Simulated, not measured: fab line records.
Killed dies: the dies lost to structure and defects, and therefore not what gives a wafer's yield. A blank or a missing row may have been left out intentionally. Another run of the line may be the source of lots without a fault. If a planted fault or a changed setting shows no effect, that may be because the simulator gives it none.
fab line records	flow n5_finfet
record lots=10	wafers=30	last_day=20
route steps=1938 shown BEOL_M4@1111 BEOL_M8@1390 BEOL_M9@1404 PASSIVATION@1936
lots with no fault: from the same line, run without faults
start_h: hours from the record's first day to the start of the lot's first wafer shown	wait_h: hours elapsed since this lot's preceding step	" the same as in the row above	L1.1+2: several wafers, shown together as one row	- no value, or no start given	* or withheld: withheld	< > ~ a bound
route shown NAME@n: NAME is a module with steps in the file, n the number in the route of the first one	usual: mean/standard deviation taken from wafers without a fault	same: alike in all rows	chamber/n: place in a boat	sites: each site's reading	_std_site: standard deviation across them	_edge_site: inner sites' mean taken away from outer sites' mean	radius_mm: how far each site lies from the wafer's centre	mask NAME#n: copy n	behind: tool/chamber where the wafer was last shaped	hold: why the lot was held/for how many hours/how that ended	device: which transistor (n, p or np) failed to switch	end of line: the same wafers' tests at the end of the route	a step without rows: its recipe alone	killed: at the first sort, the dies lost to defects and structure; wafer yield is something else	map: per-die view of a wafer (x killed, . not killed, _ where there is no die)
set.NAME: the setting that was run; set.NAME@STEP: the one run at that earlier step	model.NAME: the simulator's own value behind a step, which no gauge read
the route's steps for a sample of lots (tables are steps, rows are wafers)
services: when a tool's chamber went out of use (start_h, in hours from the record's first day, below 0 if earlier), for how many hours, and the reason
## steps
# step N5_BEOL_M4_RC_MEAS_101
# usual DIBL_N=36.3/1.6	DIBL_P=36.4/2.1	IOFF_N=0.16/0.032	IOFF_P=0.22/0.044	ION_N=675/12	ION_P=463/8.3	SS_N=71.6/0.64	SS_P=73.3/0.67	VT_N=250/3.3	VT_P=-250/3.7
lot.wafer	tool	chamber	start_h	wait_h	DIBL_N[mV/V]	DIBL_P[mV/V]	IOFF_N[nA/um]	IOFF_P[nA/um]	ION_N[uA/um]	ION_P[uA/um]	SS_N[mV/dec]	SS_P[mV/dec]	VT_N[mV]	VT_P[mV]
L241.3	prober-01	0	209.26	0.3	37.6	38.7	0.17	0.21	675	462	72.0	73.9	248	-250
L241.4	"	0	"	"	35.8	35.3	0.13	0.16	672	452	71.6	72.1	252	-256
L241.5	"	0	"	"	35.0	35.0	0.12	0.16	666	455	70.9	72.7	252	-255
L243.1	prober-01	0	218.98	0.0	36.7	36.5	0.17	0.22	675	470	71.0	73.9	248	-249
L243.3	"	0	"	"	36.5	36.4	0.16	0.20	664	455	71.4	72.9	251	-251
L243.5	"	0	"	"	37.5	37.5	0.18	0.22	682	469	72.1	74.1	248	-248
L240.1	prober-01	0	227.39	0.0	33.7	33.5	0.13	0.19	671	471	71.2	72.6	252	-249
L240.4	"	0	"	"	33.8	33.5	0.12	0.19	659	464	71.0	73.0	254	-249
L240.5	"	0	"	"	35.0	35.4	0.15	0.22	664	463	71.5	72.8	250	-251
L245.2	prober-01	0	231.91	0.2	35.5	36.4	0.16	0.22	679	465	71.4	73.5	248	-251
L245.4	"	0	"	"	35.7	36.0	0.15	0.21	668	457	71.8	72.9	251	-248
L245.6	"	0	"	"	34.7	34.5	0.13	0.18	663	451	71.7	73.5	253	-250
L246.2	prober-01	0	252.46	0.2	36.8	38.9	0.19	0.26	690	472	71.3	74.1	249	-248
L246.3	"	0	"	"	36.9	38.7	0.19	0.26	682	471	71.8	73.6	249	-248
L246.5	"	0	"	"	37.2	40.1	0.20	0.29	697	486	71.9	74.9	247	-245
L252.3	prober-01	0	291.43	0.3	33.4	34.7	0.13	0.18	657	454	71.0	72.7	252	-250
L252.4	"	0	"	"	35.7	36.9	0.16	0.22	672	461	71.3	73.6	250	-250
L252.5	"	0	"	"	36.9	39.4	0.19	0.26	668	463	72.0	74.2	247	-248
L253.3	prober-02	0	300.57	0.3	35.9	34.6	0.14	0.19	661	454	72.3	73.2	251	-250
L253.5	"	0	"	"	38.0	38.2	0.19	0.24	675	463	71.3	73.5	246	-249
L253.6	"	0	"	"	36.0	35.5	0.15	0.20	661	457	71.9	73.4	251	-250
L258.3	prober-02	0	317.36	0.3	34.3	32.5	0.10	0.13	642	435	70.7	72.8	257	-258
L258.5	"	0	"	"	34.8	33.8	0.12	0.14	676	460	71.0	73.8	253	-256
L258.6	"	0	"	"	33.7	31.3	0.09	0.12	651	442	70.2	71.9	258	-259
L259.2	prober-01	0	321.76	0.2	34.4	34.3	0.15	0.21	678	465	71.0	72.0	246	-247
L259.3	"	0	"	"	35.5	36.6	0.17	0.25	699	479	72.3	73.0	247	-246
L259.6	"	0	"	"	38.4	40.4	0.24	0.32	690	468	72.9	74.0	243	-243
L262.3	prober-01	0	381.41	0.3	35.7	34.9	0.15	0.21	665	459	71.9	72.9	250	-250
L262.5	"	0	"	"	37.1	36.6	0.17	0.23	670	462	72.6	73.0	248	-248
L262.6	"	0	"	"	35.8	35.0	0.15	0.21	680	463	72.4	72.9	253	-251
# step N5_BEOL_M8_SURFACE_TREAT_79
# recipe gas=Ar	time_s=*	ion_energy_ev=*	ion_current_ma_cm2=0.5	pressure_mtorr=*	ar_flow_sccm=30
# usual throttle_valve_pct=*
lot.wafer	tool	chamber	start_h	wait_h	throttle_valve_pct
L241.3	pvd_sputter-01	-	249.00	0.2	*
L241.4	"	-	"	"	*
L241.5	"	-	"	"	*
L243.1	pvd_sputter-02	-	259.29	0.2	*
L243.3	"	-	"	"	*
L243.5	"	-	"	"	*
L245.2	pvd_sputter-02	-	270.53	0.3	*
L245.4	"	-	"	"	*
L245.6	"	-	"	"	*
L240.1	pvd_sputter-01	-	275.25	0.2	*
L240.4	"	-	"	"	*
L240.5	"	-	"	"	*
L246.2	pvd_sputter-01	-	291.45	0.2	*
L246.3	"	-	"	"	*
L246.5	"	-	"	"	*
L252.3	pvd_sputter-03	-	331.04	0.2	*
L252.4	"	-	"	"	*
L252.5	"	-	"	"	*
L253.3	pvd_sputter-03	-	343.20	0.2	*
L253.5	"	-	"	"	*
L253.6	"	-	"	"	*
L259.2	pvd_sputter-01	-	354.97	0.2	*
L259.3	"	-	"	"	*
L259.6	"	-	"	"	*
L258.3	pvd_sputter-03	-	366.69	0.2	*
L258.5	"	-	"	"	*
L258.6	"	-	"	"	*
L262.3	pvd_sputter-02	-	416.75	0.3	*
L262.5	"	-	"	"	*
L262.6	"	-	"	"	*
# step N5_BEOL_M8_RS_MEAS_57
# recipe thk_meas_gauge=four-point-probe	reads=Cu_of_BEOL_M8_ECD_50+Co_of_BEOL_M8_CVD_78+TaN_of_BEOL_M8_ALD_77
# usual M8_RS=0.281/0.0078
lot.wafer	tool	chamber	start_h	wait_h	M8_RS[ohm/sq]
L241.3	film_metro-02	-	250.19	0.1	0.275
L241.4	"	-	"	"	0.293
L241.5	"	-	"	"	0.273
L243.1	film_metro-02	-	260.56	0.1	0.270
L243.3	"	-	"	"	0.292
L243.5	"	-	"	"	0.282
L245.2	film_metro-02	-	272.13	0.1	0.289
L245.4	"	-	"	"	0.294
L245.6	"	-	"	"	0.286
L240.1	film_metro-01	-	276.84	0.1	0.284
L240.4	"	-	"	"	0.266
L240.5	"	-	"	"	0.271
L246.2	film_metro-01	-	292.59	0.1	0.270
L246.3	"	-	"	"	0.287
L246.5	"	-	"	"	0.281
L252.3	film_metro-01	-	334.09	0.1	0.277
L252.4	"	-	"	"	0.270
L252.5	"	-	"	"	0.269
L253.3	film_metro-01	-	344.40	0.1	0.283
L253.5	"	-	"	"	0.285
L253.6	"	-	"	"	0.284
L259.2	film_metro-01	-	356.65	0.1	0.278
L259.3	"	-	"	"	0.284
L259.6	"	-	"	"	0.282
L258.3	film_metro-02	-	367.94	0.1	0.280
L258.5	"	-	"	"	0.280
L258.6	"	-	"	"	0.287
L262.3	film_metro-01	-	418.64	0.1	0.279
L262.5	"	-	"	"	0.281
L262.6	"	-	"	"	0.271
# step N5_BEOL_M9_PECVD_70
# recipe material=SiO2	target_thk_a=200	temp_c=400	precursor=TEOS/O2	pressure_torr=5.5	rf_w=450	teos_flow_sccm=53.8	gas=O2	flow_sccm=3000	time_s=22.7
# usual chamber_pressure_Torr=5.500/0.012	heater_power_outer_w=425/53	heater_power_w=726/83	showerhead_plenum_p_Torr=8.77/0.079	showerhead_vpp_V=1292/65	throttle_valve_pct=22.1/1.1
lot.wafer	tool	chamber	start_h	wait_h	chamber_pressure_Torr	heater_power_outer_w	heater_power_w	showerhead_plenum_p_Torr	showerhead_vpp_V	throttle_valve_pct
L241.3	pecvd-02	2	251.38	0.0	5.505	399	764	8.63	1340	23.0
L241.4	"	2	"	"	5.492	394	744	8.63	1327	22.9
L241.5	"	0	"	"	5.467	480	778	8.82	1347	23.5
L243.1	pecvd-04	0	261.25	0.0	5.497	387	603	8.80	1404	23.4
L243.3	"	2	"	"	5.495	363	618	8.73	1171	20.9
L243.5	"	1	"	"	5.494	436	740	8.82	1251	21.4
L245.2	pecvd-03	1	273.50	0.0	5.490	324	634	8.73	1278	21.7
L245.4	"	0	"	"	5.465	449	708	8.82	1275	23.7
L245.6	"	1	"	"	5.496	337	635	8.75	1288	21.6
L240.1	pecvd-04	2	277.61	0.0	5.484	399	679	8.71	1198	20.6
L240.4	"	2	"	"	5.506	412	671	8.75	1195	20.9
L240.5	"	1	"	"	5.506	392	662	8.84	1224	21.2
L246.2	pecvd-03	0	293.28	0.0	5.482	380	641	8.80	1240	23.8
L246.3	"	1	"	"	5.507	366	669	8.74	1276	21.7
L246.5	"	2	"	"	5.497	379	652	8.84	1280	20.0
L252.3	pecvd-04	0	334.78	0.0	-	-	-	-	-	-
L252.4	"	2	"	"	-	-	-	-	-	-
L252.5	"	0	"	"	-	-	-	-	-	-
L253.3	pecvd-04	2	345.15	0.1	-	-	-	-	-	-
L253.5	"	1	"	"	-	-	-	-	-	-
L253.6	"	2	"	"	-	-	-	-	-	-
L259.2	pecvd-03	2	357.38	0.0	5.487	454	752	8.81	1274	20.2
L259.3	"	1	"	"	5.489	367	682	8.73	1303	21.8
L259.6	"	2	"	"	5.496	452	770	8.80	1285	20.0
L258.3	pecvd-02	2	368.79	0.1	5.501	489	874	8.61	1313	23.2
L258.5	"	2	"	"	5.501	488	878	8.62	1313	23.2
L258.6	"	2	"	"	5.509	483	891	8.61	1298	22.9
L262.3	pecvd-04	1	419.53	0.0	5.491	348	618	8.83	1239	21.3
L262.5	"	2	"	"	5.496	389	660	8.74	1189	21.2
L262.6	"	1	"	"	5.491	349	621	8.84	1249	21.2
# step N5_BEOL_M9_OVL_MEAS_12
# recipe points_per_wafer=44
# usual M9_OVL=0.2/0.86
lot.wafer	tool	chamber	start_h	wait_h	M9_OVL[nm]
L241.3	overlay-02	0	252.46	0.0	2.0
L241.4	"	0	"	"	1.9
L241.5	"	0	"	"	2.1
L243.1	overlay-01	0	262.05	0.0	0.1
L243.3	"	0	"	"	0.5
L243.5	"	0	"	"	0.3
L245.2	overlay-01	0	275.00	0.0	-0.3
L245.4	"	0	"	"	0.1
L245.6	"	0	"	"	-0.5
L240.1	overlay-02	0	279.00	0.0	0.3
L240.4	"	0	"	"	0.4
L240.5	"	0	"	"	0.1
L246.2	overlay-02	0	294.04	0.0	0.3
L246.3	"	0	"	"	0.4
L246.5	"	0	"	"	0.1
L252.3	overlay-01	0	335.36	0.0	0.9
L252.4	"	0	"	"	-0.3
L252.5	"	0	"	"	0.0
L253.3	overlay-01	0	346.97	0.0	1.0
L253.5	"	0	"	"	1.1
L253.6	"	0	"	"	0.7
L259.2	overlay-02	0	358.37	0.0	0.9
L259.3	"	0	"	"	-0.7
L259.6	"	0	"	"	0.7
L258.3	overlay-01	0	370.24	0.0	-0.5
L258.5	"	0	"	"	-0.2
L258.6	"	0	"	"	0.3
L262.3	overlay-02	0	420.63	0.0	1.0
L262.5	"	0	"	"	0.0
L262.6	"	0	"	"	-2.4
# step N5_PASSIVATION_PROBE_49
# usual defect_limited_yield=91.4/1.2	killed_at_M0_to_M3=35/11	killed_at_M4_up=14/6	killed_at_contacts=12/6.7	killed_at_front_end=37/9.7	killed_at_other=3.5/2.5	killed_dies=102/15	killed_on_rim=13/3.6	killed_open=67/12	killed_short=33/7.3	sort_bin_5_function=5.1/0.81	sort_bin_6_memory=3.2/0.65	sort_bin_8_speed=0.00/0.021	sort_n_pass=1078/15	sort_yield_pct=91.4/1.2
# same gross_dies=1180	killed_at_back_side=0	sort_bin_4_leakage[%]=0
lot.wafer	tool	chamber	start_h	wait_h	defect_limited_yield[%]	killed_at_M0_to_M3	killed_at_M4_up	killed_at_contacts	killed_at_front_end	killed_at_other	killed_dies	killed_on_rim	killed_open	killed_short	sort_bin_5_function[%]	sort_bin_6_memory[%]	sort_bin_8_speed[%]	sort_n_pass	sort_yield_pct[%]
L241.3	prober-01	-	318.45	0.1	91.3	49	11	7	35	1	103	15	64	37	5.2	3.2	0	1077	91.3
L241.4	prober-01	-	318.50	0.2	91.3	29	16	17	41	0	103	12	67	35	5.2	3.3	0	1077	91.3
L241.5	prober-01	-	318.55	0.2	90.0	33	14	7	57	7	118	19	82	36	5.6	4.2	0	1062	90.0
L243.1	prober-01	-	342.96	0.0	91.9	11	10	40	30	5	96	15	76	20	4.7	3.4	0	1084	91.9
L243.3	prober-01	-	343.06	0.1	92.1	20	15	16	38	4	93	13	68	25	5.2	2.5	0	1087	92.1
L243.5	prober-01	-	343.16	0.2	92.3	7	17	15	45	7	91	15	61	28	3.9	3.6	0	1089	92.3
L245.2	prober-01	-	354.99	0.1	90.8	34	18	5	47	5	109	18	77	32	5.5	3.7	0	1071	90.8
L245.4	prober-01	-	355.09	0.2	91.7	32	11	14	39	2	98	11	73	24	5.1	3.0	0	1082	91.7
L245.6	prober-01	-	355.19	0.3	91.9	33	22	4	36	1	96	11	63	31	4.6	3.1	0	1084	91.9
L240.1	prober-01	-	356.70	0.0	90.8	19	10	14	60	6	109	18	58	48	5.5	3.6	0	1071	90.8
L240.4	prober-01	-	356.85	0.2	92.4	30	11	19	25	5	90	13	58	32	4.3	3.1	0	1090	92.4
L240.5	prober-01	-	356.90	0.2	92.3	23	9	13	39	7	91	7	62	29	4.4	3.0	0	1089	92.3
L246.2	prober-01	-	359.78	0.1	90.2	46	13	15	38	4	116	11	75	40	6.1	3.1	0	1064	90.2
L246.3	prober-01	-	359.83	0.1	91.4	35	13	15	38	1	102	9	60	42	5.5	2.5	0	1078	91.4
L246.5	prober-01	-	359.93	0.2	93.5	23	10	2	35	7	77	9	49	28	3.9	2.5	0	1103	93.5
L252.3	prober-02	-	389.74	0.1	65.4	32	342	8	24	2	408	12	68	15	31.8	2.6	0	772	65.4
L252.4	prober-02	-	389.79	0.2	63.0	33	361	5	34	4	437	91	55	37	33.8	3.0	0	743	63.0
L252.5	prober-02	-	389.84	0.2	64.3	32	352	6	28	3	421	17	61	30	32.8	2.5	0	759	64.3
L253.3	prober-02	-	408.47	0.1	63.1	36	343	15	40	2	436	88	66	40	33.3	3.1	0	744	63.1
L253.5	prober-02	-	408.57	0.2	65.7	27	331	10	36	1	405	114	58	31	30.6	3.1	0	775	65.7
L253.6	prober-02	-	408.62	0.3	63.0	40	357	8	29	3	437	80	62	35	33.6	3.1	0	743	63.0
L259.2	prober-02	-	414.35	0.1	92.7	23	11	7	39	6	86	7	56	26	4.9	2.1	0	1094	92.7
L259.3	prober-02	-	414.40	0.1	91.4	24	6	4	61	7	102	10	69	33	4.5	3.7	0	1078	91.4
L259.6	prober-02	-	414.55	0.3	90.8	32	12	6	57	1	108	12	74	31	5.5	3.2	0	1072	90.8
L258.3	prober-01	-	430.15	0.1	92.5	26	15	15	31	1	88	12	59	27	4.3	2.6	0.25	1089	92.3
L258.5	prober-01	-	430.25	0.2	90.8	28	13	13	51	3	108	6	82	25	5.6	3.3	0	1072	90.8
L258.6	prober-01	-	430.30	0.3	93.4	29	13	5	31	0	78	11	54	24	3.7	2.8	0	1102	93.4
L262.3	prober-02	-	476.05	0.1	90.5	35	15	10	51	1	112	16	79	30	5.1	4.1	0	1068	90.5
L262.5	prober-02	-	476.15	0.2	91.9	29	11	10	44	1	95	13	60	33	4.9	3.0	0	1085	91.9
L262.6	prober-02	-	476.20	0.3	90.2	40	11	18	45	2	116	9	82	33	5.8	3.8	0	1064	90.2
# killed by level:class
L241.3 BEOL_M0_SAQP:geometric_particle:short=11 BEOL_M1:geometric_particle:open=11 BEOL_M3:geometric_particle:open=8 BEOL_M0_SAQP:geometric_particle:open=7 GATE_CUT:geometric_particle:short=6 MOL_CONTACT_COAG:geometric_particle:open=6 FIN_SAQP:geometric_particle:open=5 STI_FIN_REVEAL:geometric_particle:open=5
L241.4 MOL_CONTACT_COAG:geometric_particle:open=14 FIN_SAQP:geometric_particle:short=13 BEOL_M1:geometric_particle:open=10 BEOL_M3:geometric_particle:open=10 BEOL_M4:geometric_particle:open=9 FIN_SAQP:geometric_particle:open=4 STARTING-WAFER:geometric_particle:open=4 FIN_CUT:geometric_particle:short=4
L241.5 FIN_SAQP:geometric_particle:short=12 FIN_SAQP:geometric_particle:open=12 BEOL_M0_SAQP:geometric_particle:open=10 BEOL_M1:geometric_particle:open=10 STI_FIN_REVEAL:geometric_particle:open=7 MOL_CONTACT_COAG:geometric_particle:open=7 BEOL_M0_SAQP:geometric_particle:short=7 BEOL_M4:geometric_particle:open=6
L243.1 MOL_CONTACT_COAG:geometric_particle:open=37 FIN_SAQP:geometric_particle:open=6 STARTING-WAFER:geometric_particle:open=5 FIN_SAQP:geometric_particle:short=4 DUMMY_GATE:geometric_particle:open=4 STI_FIN_REVEAL:geometric_particle:open=3 MOL_CONTACT_COAG:geometric_particle:short=3 BEOL_M4:geometric_particle:open=3
L243.3 FIN_SAQP:geometric_particle:open=17 MOL_CONTACT_COAG:geometric_particle:open=13 STI_FIN_REVEAL:geometric_particle:open=8 FIN_SAQP:geometric_particle:short=6 BEOL_M2:geometric_particle:open=6 BEOL_M1:geometric_particle:open=4 MOL_CONTACT_COAG:geometric_particle:short=3 BEOL_M0_SAQP:geometric_particle:short=3
L243.5 MOL_CONTACT_COAG:geometric_particle:open=12 STI_FIN_REVEAL:geometric_particle:open=11 FIN_SAQP:geometric_particle:open=8 BEOL_M4:geometric_particle:open=6 FIN_SAQP:geometric_particle:short=5 GATE_CUT:geometric_particle:short=5 STARTING-WAFER:geometric_particle:short=5 DUMMY_GATE:geometric_particle:open=4
L245.2 FIN_SAQP:geometric_particle:open=15 BEOL_M4:geometric_particle:open=12 STI_FIN_REVEAL:geometric_particle:open=11 FIN_SAQP:geometric_particle:short=8 BEOL_M3:geometric_particle:open=8 BEOL_M0_SAQP:geometric_particle:short=7 GATE_CUT:geometric_particle:short=5 MOL_CONTACT_COAG:geometric_particle:open=5
L245.4 MOL_CONTACT_COAG:geometric_particle:open=13 BEOL_M3:geometric_particle:open=11 DUMMY_GATE:geometric_particle:open=7 BEOL_M0_SAQP:geometric_particle:open=7 STARTING-WAFER:geometric_particle:open=7 BEOL_M4:geometric_particle:open=5 FIN_SAQP:geometric_particle:open=4 GATE_CUT:geometric_particle:short=4
L245.6 BEOL_M4:geometric_particle:open=14 BEOL_M0_SAQP:geometric_particle:open=13 BEOL_M0_SAQP:geometric_particle:short=12 STI_FIN_REVEAL:geometric_particle:open=8 FIN_SAQP:geometric_particle:open=5 GATE_CUT:geometric_particle:short=5 FIN_SAQP:geometric_particle:short=4 MOL_CONTACT_COAG:geometric_particle:open=4
L240.1 FIN_SAQP:geometric_particle:short=24 FIN_SAQP:geometric_particle:open=14 MOL_CONTACT_COAG:geometric_particle:open=12 GATE_CUT:geometric_particle:short=5 BEOL_M0_SAQP:geometric_particle:open=5 BEOL_M3:geometric_particle:open=4 STI_FIN_REVEAL:geometric_particle:open=3 BEOL_M2:geometric_particle:open=3
L240.4 MOL_CONTACT_COAG:geometric_particle:open=15 STI_FIN_REVEAL:geometric_particle:open=8 BEOL_M2:geometric_particle:open=6 FIN_SAQP:geometric_particle:open=5 BEOL_M0_SAQP:geometric_particle:open=5 FIN_SAQP:geometric_particle:short=4 MOL_CONTACT_COAG:geometric_particle:short=4 BEOL_M1:geometric_particle:short=4
L240.5 MOL_CONTACT_COAG:geometric_particle:open=11 FIN_SAQP:geometric_particle:open=9 FIN_SAQP:geometric_particle:short=8 BEOL_M2:geometric_particle:open=7 STI_FIN_REVEAL:geometric_particle:open=6 BEOL_M1:geometric_particle:open=6 BEOL_M1:geometric_particle:short=4 STARTING-WAFER:geometric_particle:open=4
L246.2 MOL_CONTACT_COAG:geometric_particle:open=14 FIN_SAQP:geometric_particle:open=11 BEOL_M0_SAQP:geometric_particle:short=11 BEOL_M0_SAQP:geometric_particle:open=10 FIN_SAQP:geometric_particle:short=8 BEOL_M1:geometric_particle:short=7 BEOL_M4:geometric_particle:open=7 BEOL_M1:geometric_particle:open=6
L246.3 MOL_CONTACT_COAG:geometric_particle:open=11 FIN_SAQP:geometric_particle:short=9 BEOL_M0_SAQP:geometric_particle:short=8 DUMMY_GATE:geometric_particle:open=7 BEOL_M1:geometric_particle:open=7 GATE_CUT:geometric_particle:short=6 BEOL_M2:geometric_particle:open=6 GATE_CUT:geometric_particle:open=5
L246.5 FIN_SAQP:geometric_particle:open=11 GATE_CUT:geometric_particle:short=9 BEOL_M2:geometric_particle:open=6 BEOL_M0_SAQP:geometric_particle:open=5 STI_FIN_REVEAL:geometric_particle:open=3 DUMMY_GATE:geometric_particle:open=3 BEOL_M1:geometric_particle:open=3 BEOL_M4:geometric_particle:open=3
L252.3 BEOL_M9:area_pecvd=324 BEOL_M4:geometric_particle:open=13 BEOL_M1:geometric_particle:open=10 MOL_CONTACT_COAG:geometric_particle:open=8 BEOL_M0:geometric_particle:open=6 FIN_SAQP:geometric_particle:open=5 DUMMY_GATE:geometric_particle:open=5 BEOL_M3:geometric_particle:open=5
L252.4 BEOL_M9:area_pecvd=343 BEOL_M0_SAQP:geometric_particle:short=8 FIN_SAQP:geometric_particle:short=7 BEOL_M4:geometric_particle:open=6 STI_FIN_REVEAL:geometric_particle:open=5 BEOL_M0_SAQP:geometric_particle:open=5 BEOL_M8:geometric_particle:open=5 BEOL_M1:geometric_particle:short=5
L252.5 BEOL_M9:area_pecvd=330 BEOL_M0:geometric_particle:open=10 FIN_SAQP:geometric_particle:open=9 BEOL_M4:geometric_particle:open=6 BEOL_M1:geometric_particle:open=5 STARTING-WAFER:geometric_particle:short=5 DUMMY_GATE:geometric_particle:open=4 MOL_CONTACT_COAG:geometric_particle:open=4
L253.3 BEOL_M9:area_pecvd=330 MOL_CONTACT_COAG:geometric_particle:open=15 FIN_SAQP:geometric_particle:short=10 FIN_SAQP:geometric_particle:open=9 GATE_CUT:geometric_particle:short=9 BEOL_M3:geometric_particle:open=8 BEOL_M2:geometric_particle:open=8 BEOL_M0_SAQP:geometric_particle:short=6
L253.5 BEOL_M9:area_pecvd=316 FIN_SAQP:geometric_particle:open=9 BEOL_M0_SAQP:geometric_particle:short=8 BEOL_M4:geometric_particle:open=8 MOL_CONTACT_COAG:geometric_particle:open=7 BEOL_M1:geometric_particle:open=7 GATE_CUT:geometric_particle:short=5 BEOL_M3:geometric_particle:open=5
L253.6 BEOL_M9:area_pecvd=339 BEOL_M1:geometric_particle:open=12 FIN_SAQP:geometric_particle:open=8 BEOL_M0_SAQP:geometric_particle:open=7 FIN_SAQP:geometric_particle:short=6 MOL_CONTACT_COAG:geometric_particle:open=6 BEOL_M4:geometric_particle:open=6 BEOL_M3:geometric_particle:open=5
L259.2 FIN_SAQP:geometric_particle:open=15 BEOL_M2:geometric_particle:open=9 FIN_SAQP:geometric_particle:short=5 DUMMY_GATE:geometric_particle:open=5 MOL_CONTACT_COAG:geometric_particle:open=5 BEOL_M4:geometric_particle:open=4 MIM_TOP_ETCH:coat_microbubble_printed=4 GATE_CUT:geometric_particle:short=3
L259.3 FIN_SAQP:geometric_particle:open=31 BEOL_M1:geometric_particle:open=8 FIN_SAQP:geometric_particle:short=6 DUMMY_GATE:geometric_particle:open=6 GATE_CUT:geometric_particle:short=5 BEOL_M3:geometric_particle:open=5 MOL_CONTACT_COAG:geometric_particle:open=4 BEOL_M3:geometric_particle:short=4
L259.6 FIN_SAQP:geometric_particle:open=29 BEOL_M0_SAQP:geometric_particle:short=7 FIN_SAQP:geometric_particle:short=6 DUMMY_GATE:geometric_particle:open=6 BEOL_M2:geometric_particle:open=6 MOL_CONTACT_COAG:geometric_particle:open=6 BEOL_M0_SAQP:geometric_particle:open=6 BEOL_M3:geometric_particle:short=6
L258.3 MOL_CONTACT_COAG:geometric_particle:open=13 BEOL_M3:geometric_particle:open=7 BEOL_M2:geometric_particle:open=6 FIN_SAQP:geometric_particle:short=5 DUMMY_GATE:geometric_particle:open=4 ILD0:geometric_particle:open=4 BEOL_M1:geometric_particle:open=4 BEOL_M4:geometric_particle:open=4
L258.5 MOL_CONTACT_COAG:geometric_particle:open=12 BEOL_M0_SAQP:geometric_particle:open=12 STI_FIN_REVEAL:geometric_particle:open=9 DUMMY_GATE:geometric_particle:open=9 STARTING-WAFER:geometric_particle:open=7 GATE_CUT:geometric_particle:open=6 FIN_SAQP:geometric_particle:short=4 GATE_CUT:geometric_particle:short=4
L258.6 BEOL_M1:geometric_particle:open=9 DUMMY_GATE:geometric_particle:open=5 BEOL_M0_SAQP:geometric_particle:open=5 BEOL_M3:geometric_particle:open=5 STI_FIN_REVEAL:geometric_particle:open=4 GATE_CUT:geometric_particle:short=4 MOL_CONTACT_COAG:geometric_particle:open=4 BEOL_M1:geometric_particle:short=4
L262.3 STI_FIN_REVEAL:geometric_particle:open=19 BEOL_M1:geometric_particle:open=12 MOL_CONTACT_COAG:geometric_particle:open=10 STI_FIN_REVEAL:geometric_particle:short=7 BEOL_M2:geometric_particle:open=7 FIN_SAQP:geometric_particle:open=6 BEOL_M4:geometric_particle:open=5 FIN_SAQP:geometric_particle:short=4
L262.5 BEOL_M2:geometric_particle:open=13 FIN_SAQP:geometric_particle:short=10 STI_FIN_REVEAL:geometric_particle:open=10 MOL_CONTACT_COAG:geometric_particle:open=6 FIN_SAQP:geometric_particle:open=5 DUMMY_GATE:geometric_particle:open=5 MOL_CONTACT_COAG:geometric_particle:short=4 BEOL_M3:geometric_particle:open=3
L262.6 BEOL_M0_SAQP:geometric_particle:open=19 MOL_CONTACT_COAG:geometric_particle:open=15 FIN_SAQP:geometric_particle:open=8 STI_FIN_REVEAL:geometric_particle:open=8 BEOL_M0_SAQP:geometric_particle:short=7 BEOL_M1:geometric_particle:open=6 BEOL_M4:geometric_particle:open=6 FIN_SAQP:geometric_particle:short=4
## services
tool	chamber	start_h	hours	kind
pecvd-03	1	232.77	5.5	scheduled_down
pecvd-04	2	238.07	2.1	scheduled_down
pecvd-02	0	241.45	3.9	repair
pecvd-03	0	244.60	-	calibration
pecvd-04	-	296.71	4.4	repair
pecvd-02	1	314.06	5.5	scheduled_down
pecvd-04	0	336.82	-	clean
pecvd-04	0	336.82	29.5	scheduled_down
pecvd-04	0	336.82	29.5	vent_cycle
pecvd-02	0	355.07	39.7	repair
pecvd-02	1	366.88	2.1	scheduled_down
pvd_sputter-01	-	376.86	2.8	repair
pecvd-03	1	378.82	2.1	scheduled_down
pecvd-02	1	394.72	-	clean
pecvd-02	1	394.72	-	consumable_replace:showerhead
pecvd-02	1	394.72	29.0	scheduled_down
pecvd-02	1	394.72	29.0	vent_cycle
## key
first_sign step=N5_BEOL_M9_PECVD_70	reading=tool_record	direction=missing
effect step=N5_PASSIVATION_PROBE_49	reading=killed_at_M4_up	direction=up	sigmas=56	usual=14	struck=348
more_kills_born_at N5_BEOL_M9_PECVD_70@pecvd-04=1982
met_at N5_BEOL_M9_PECVD_70
struck_lots L252,L253
not_acting_at N5_BEOL_M8_SURFACE_TREAT_79,N5_BEOL_M8_RS_MEAS_57,N5_BEOL_M9_OVL_MEAS_12
onset_between 277.61 334.78
fault kind=skipped_step_whole	tool=pecvd-04	chamber=-	onset_h=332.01	steps=N5_BEOL_M9_PECVD_70	scope=struck_lots_only
